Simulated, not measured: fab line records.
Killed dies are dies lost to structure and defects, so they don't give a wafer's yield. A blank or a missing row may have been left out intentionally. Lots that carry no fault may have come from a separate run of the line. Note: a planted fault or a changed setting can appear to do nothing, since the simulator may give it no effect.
Which tool is to blame? ; flow n5Finfet ; 24 lots with 72 wafers sampled at 6 steps, on a route of 1938 steps

## WHAT THE GAUGES SHOWED, per wafer
N5_BEOL_M6_CD_MEAS_11: target cd 38.5 nm.
lot;measured;on;cdNm (nm)
L075;day 9 08:04;cdSem-02;38.0 38.3 38.1
L074;day 9 10:31;cdSem-03;38.3 38.7 38.9
L076;day 9 21:48;cdSem-03;37.4 38.0 38.6
L077;day 10 00:45;cdSem-02;38.6 38.4 38.3
L078;day 10 06:13;cdSem-01;38.3 37.7 38.7
L081;day 10 15:29;cdSem-01;39.3 38.2 38.5
L082;day 11 04:07;cdSem-03;38.7 38.6 39.2
L080;day 11 10:16;cdSem-02;39.1 39.0 38.9
L079;day 11 10:26;cdSem-02;39.3 38.9 38.5
L084;day 11 12:48;cdSem-02;38.9 38.0 38.3
L083;day 11 16:34;cdSem-02;37.4 37.9 37.4
L085;day 11 23:38;cdSem-02;39.0 39.0 38.4
L086;day 11 23:49;cdSem-02;38.1 38.6 39.1
L087;day 12 16:41;cdSem-02;39.2 39.3 38.8
L090;day 12 16:51;cdSem-02;38.2 38.8 38.5
L088;day 12 23:54;cdSem-01;38.5 38.5 38.3
L089;day 13 05:45;cdSem-03;38.9 38.1 38.7
L091;day 13 08:05;cdSem-03;38.4 38.6 38.7
L092;day 13 08:34;cdSem-03;37.7 37.4 38.9
L093;day 13 13:07;cdSem-03;37.8 38.8 38.1
L094;day 14 04:37;cdSem-01;38.4 37.6 37.9
L095;day 14 14:14;cdSem-02;38.4 39.4 39.2
L097;day 14 18:55;cdSem-03;38.7 37.2 38.1
L096;day 14 22:32;cdSem-02;39.2 39.7 38.9

N5_BEOL_M6_CD_MEAS_18: pitch 80 nm, target cd 40 nm.
lot;measured;on;cdNm (nm)
L075;day 9 08:37;cdSem-03;38.6 39.8 39.9
L074;day 9 11:05;cdSem-01;40.3 40.5 40.8
L076;day 9 22:21;cdSem-03;39.0 39.6 39.9
L077;day 10 01:29;cdSem-01;40.4 39.5 39.6
L078;day 10 06:56;cdSem-02;39.8 39.3 40.2
L081;day 10 16:02;cdSem-02;40.5 39.5 39.9
L082;day 11 04:43;cdSem-03;40.5 40.6 41.0
L080;day 11 10:49;cdSem-02;40.3 40.6 39.9
L079;day 11 11:01;cdSem-01;41.2 40.4 40.3
L084;day 11 13:46;cdSem-01;40.7 39.4 39.7
L083;day 11 17:15;cdSem-03;38.8 39.6 39.2
L085;day 12 00:13;cdSem-02;40.2 40.7 40.4
L086;day 12 00:22;cdSem-02;39.2 39.4 40.3
L087;day 12 17:16;cdSem-01;41.7 41.1 41.0
L090;day 12 17:24;cdSem-03;39.3 39.3 40.0
L088;day 13 00:51;cdSem-01;40.3 40.0 39.6
L089;day 13 06:18;cdSem-03;40.4 39.8 40.2
L091;day 13 09:24;cdSem-02;40.2 40.2 40.2
L092;day 13 09:50;cdSem-01;39.4 39.2 40.0
L093;day 13 13:52;cdSem-01;39.6 40.5 39.9
L094;day 14 05:12;cdSem-03;40.0 40.3 40.3
L095;day 14 14:50;cdSem-03;39.7 40.7 40.8
L097;day 14 19:54;cdSem-02;39.9 39.3 39.5
L096;day 14 23:39;cdSem-03;40.3 40.9 40.7

N5_BEOL_M6_OCD_MEAS_38.
lot;measured;on;trenchDepthNm (nm)
L075;day 9 10:32;ocd-02;97.3 92.7 96.7
L074;day 9 13:14;ocd-01;94.7 94.4 93.7
L076;day 10 01:34;ocd-01;94.9 96.5 95.9
L077;day 10 04:44;ocd-02;91.2 93.5 91.4
L078;day 10 07:50;ocd-02;96.3 96.7 94.6
L081;day 10 17:54;ocd-02;97.2 92.7 94.1
L082;day 11 05:42;ocd-02;93.3 91.5 96.7
L080;day 11 12:14;ocd-01;96.3 91.8 93.0
L079;day 11 12:17;ocd-02;94.5 94.1 95.2
L084;day 11 16:14;ocd-01;95.3 96.3 94.0
L083;day 11 20:04;ocd-01;96.6 95.3 93.1
L085;day 12 02:50;ocd-02;92.7 92.5 95.9
L086;day 12 02:53;ocd-01;94.4 95.0 94.7
L087;day 12 19:47;ocd-02;91.8 94.6 95.0
L090;day 12 19:52;ocd-01;95.9 94.2 94.5
L088;day 13 01:55;ocd-02;94.0 95.5 93.4
L089;day 13 07:19;ocd-01;92.2 96.0 94.9
L091;day 13 13:06;ocd-01;96.0 93.7 94.7
L092;day 13 12:43;ocd-02;94.7 97.1 93.7
L093;day 13 16:11;ocd-02;95.1 93.5 94.8
L094;day 14 07:43;ocd-01;96.4 95.1 96.5
L095;day 14 19:22;ocd-02;91.0 95.0 90.7
L097;day 14 22:09;ocd-01;95.1 94.8 92.3
L096;day 15 03:16;ocd-01;95.3 94.0 93.9

N5_BEOL_M7_OVL_MEAS_12.
lot;measured;on;M7_OVL (nm)
L075;day 9 16:58;overlay-01;0.5 -0.5 -0.7
L074;day 9 17:50;overlay-01;0.4 0.2 0.2
L076;day 10 08:55;overlay-01;-1.3 0.1 -0.8
L077;day 10 09:14;overlay-01;0.0 -0.1 -0.5
L078;day 10 12:51;overlay-01;-1.3 -0.6 -0.7
L081;day 11 00:07;overlay-01;0.7 0.0 1.2
L082;day 11 13:26;overlay-02;-0.8 0.7 -0.9
L080;day 11 17:16;overlay-02;-0.7 -0.7 -0.7
L079;day 11 17:26;overlay-01;1.9 0.8 1.3
L084;day 11 21:13;overlay-02;0.1 0.7 0.1
L083;day 12 03:08;overlay-01;1.6 0.3 0.1
L085;day 12 08:56;overlay-01;-0.4 -0.6 -1.5
L086;day 12 08:00;overlay-01;0.0 -0.3 -0.6
L087;day 13 02:21;overlay-02;0.0 -0.5 0.0
L090;day 13 02:03;overlay-01;2.3 2.6 1.8
L088;day 13 08:49;overlay-01;0.1 0.1 1.1
L089;day 13 13:07;overlay-01;-0.2 0.6 0.3
L091;day 13 19:05;overlay-01;0.0 -0.3 -0.4
L092;day 13 17:31;overlay-02;0.0 -0.7 -0.5
L093;day 13 21:43;overlay-02;-1.5 -0.1 0.8
L094;day 14 13:59;overlay-01;-0.8 -2.0 -2.2
L095;day 15 02:06;overlay-01;0.0 -0.2 -0.6
L097;day 15 04:47;overlay-01;-0.3 1.8 -0.2
L096;day 15 08:28;overlay-01;0.5 0.6 -0.2

N5_BEOL_M7_INSPECT_13: inspects for defects (brightfield).
lot;measured;on;rawDefectCount
L075;day 9 16:59;defectInspect-01;428 415 392
L074;day 9 17:52;defectInspect-01;350 338 372
L076;day 10 08:57;defectInspect-02;398 460 441
L077;day 10 09:16;defectInspect-01;365 356 505
L078;day 10 12:53;defectInspect-02;252 402 469
L081;day 11 00:09;defectInspect-02;236 301 361
L082;day 11 13:28;defectInspect-01;339 325 341
L080;day 11 17:17;defectInspect-02;227 350 470
L079;day 11 17:27;defectInspect-02;368 348 336
L084;day 11 21:14;defectInspect-02;298 193 309
L083;day 12 03:10;defectInspect-01;402 388 382
L085;day 12 08:58;defectInspect-02;283 299 325
L086;day 12 08:01;defectInspect-01;478 383 312
L087;day 13 02:22;defectInspect-02;372 395 362
L090;day 13 02:04;defectInspect-02;402 345 332
L088;day 13 08:51;defectInspect-02;317 402 355
L089;day 13 13:08;defectInspect-01;379 416 375
L091;day 13 19:07;defectInspect-02;287 238 216
L092;day 13 17:32;defectInspect-02;294 291 296
L093;day 13 21:44;defectInspect-01;393 368 431
L094;day 14 14:01;defectInspect-02;372 368 324
L095;day 15 02:07;defectInspect-02;261 388 448
L097;day 15 04:49;defectInspect-02;503 390 396
L096;day 15 08:29;defectInspect-01;247 350 461

## TOOL THAT RAN EACH LOT (tool first, then ch and the chambers of the sampled wafers, then the start)
lot;N5_BEOL_M6_STRIP_80
L075;rieDiel-01 ch 1,2, day 9 10:32 or earlier
L074;rieDiel-02 ch 0,1,2, day 9 13:14 or earlier
L076;rieDiel-01 ch 1,3, day 10 01:34 or earlier
L077;rieDiel-05 ch 1,2, day 10 04:44 or earlier
L078;rieDiel-02 ch 0,2,3, day 10 07:50 or earlier
L081;rieDiel-05 ch 0,1,2, day 10 17:54 or earlier
L082;rieDiel-05 ch 0,1,2, day 11 05:42 or earlier
L080;rieDiel-01 ch 0,2,3, day 11 12:14 or earlier
L079;rieDiel-02 ch 0,1,3, day 11 12:17 or earlier
L084;rieDiel-02 ch 0,1,2, day 11 16:14 or earlier
L083;rieDiel-05 ch 0,1,3, day 11 20:04 or earlier
L085;rieDiel-05 ch 1,2,3, day 12 02:50 or earlier
L086;rieDiel-02 ch 1,3, day 12 02:53 or earlier
L087;rieDiel-01 ch 0,3, day 12 19:47 or earlier
L090;rieDiel-02 ch 1,2,3, day 12 19:52 or earlier
L088;rieDiel-02 ch 0,3, day 13 01:55 or earlier
L089;rieDiel-05 ch 0,2,3, day 13 07:19 or earlier
L091;rieDiel-02 ch 0,3, day 13 13:06 or earlier
L092;rieDiel-02 ch 0,3, day 13 12:43 or earlier
L093;rieDiel-02 ch 0,2,3, day 13 16:11 or earlier
L094;rieDiel-02 ch 1,2, day 14 07:43 or earlier
L095;rieDiel-01 ch 0,1, day 14 19:22 or earlier
L097;rieDiel-01 ch 2,3, day 14 22:09 or earlier
L096;rieDiel-02 ch 1, day 15 03:16 or earlier
- N5_BEOL_M6_STRIP_80: strips in N2/H2, time 10 s.

## WHAT THE TOOLS THEMSELVES READ (means of the sampled wafers that have a number; where no wafer has one, the mark that the record gives instead)
N5_BEOL_M6_STRIP_80.
lot;tool;drypumpMotorCurrentA (A);oesProductAu (a.u.);rfVppV (V);showerheadPlenumPTorr (Torr);throttleValvePct (%)
L075;rieDiel-01;5.8;0.77;59.9;2.59;23.9
L074;rieDiel-02;6.1;0.80;59.8;2.63;23.6
L076;rieDiel-01;5.8;0.81;58.1;2.61;23.7
L077;rieDiel-05;5.9;0.70;59.2;2.59;23.8
L078;rieDiel-02;6.0;0.80;58.8;2.62;23.6
L081;rieDiel-05;5.9;0.80;58.5;2.57;23.7
L082;rieDiel-05;5.9;0.79;60.1;2.57;23.7
L080;rieDiel-01;5.6;0.73;59.2;2.46;23.5
L079;rieDiel-02;6.3;0.82;59.9;2.66;23.4
L084;rieDiel-02;6.2;0.77;60.0;2.62;23.6
L083;rieDiel-05;6.1;0.87;60.1;2.60;23.5
L085;rieDiel-05;6.1;0.79;60.2;2.61;23.6
L086;rieDiel-02;6.3;0.88;59.4;2.69;23.4
L087;rieDiel-01;5.7;0.77;59.1;2.48;23.3
L090;rieDiel-02;6.1;0.84;58.9;2.64;23.6
L088;rieDiel-02;6.1;0.74;60.0;2.62;23.4
L089;rieDiel-05;5.8;0.85;60.0;2.63;23.7
L091;rieDiel-02;6.1;0.81;59.4;2.65;23.4
L092;rieDiel-02;6.2;0.75;59.5;2.62;23.4
L093;rieDiel-02;6.0;0.77;59.6;2.61;23.6
L094;rieDiel-02;6.0;0.79;59.0;2.60;23.8
L095;rieDiel-01;6.6;0.72;59.2;2.55;23.7
L097;rieDiel-01;5.0;0.73;58.8;2.44;23.5
L096;rieDiel-02;6.5;0.84;59.4;2.68;23.3

## THE ANSWER, worked out from the rows above alone
Rule: usual is defined by the lots themselves. Put in order of their means at a reading, lots are off if they are a third of the lots or fewer, leave a main group of 4 or more, and stand apart from it by a gap of 3 or more times the standard deviation of the main group's means; of several such gaps the widest counts. If all means in a main group match to the digits the tables above print for the reading, that group is not used. Also off: a lot with no number at a reading for which 4 or more lots have one. Any other lot the step has rows for is counted as sound. The gauges are gone through in route order, then the tools' own readings, and for those a lot's mean is taken as printed above. At the first step where some lot is off, the reading lying furthest off is the one used; lots without a number count as furthest.
None of the lots is off at any reading shown; this tells nothing.

## WHAT WAS PUT IN BY THE SIMULATOR
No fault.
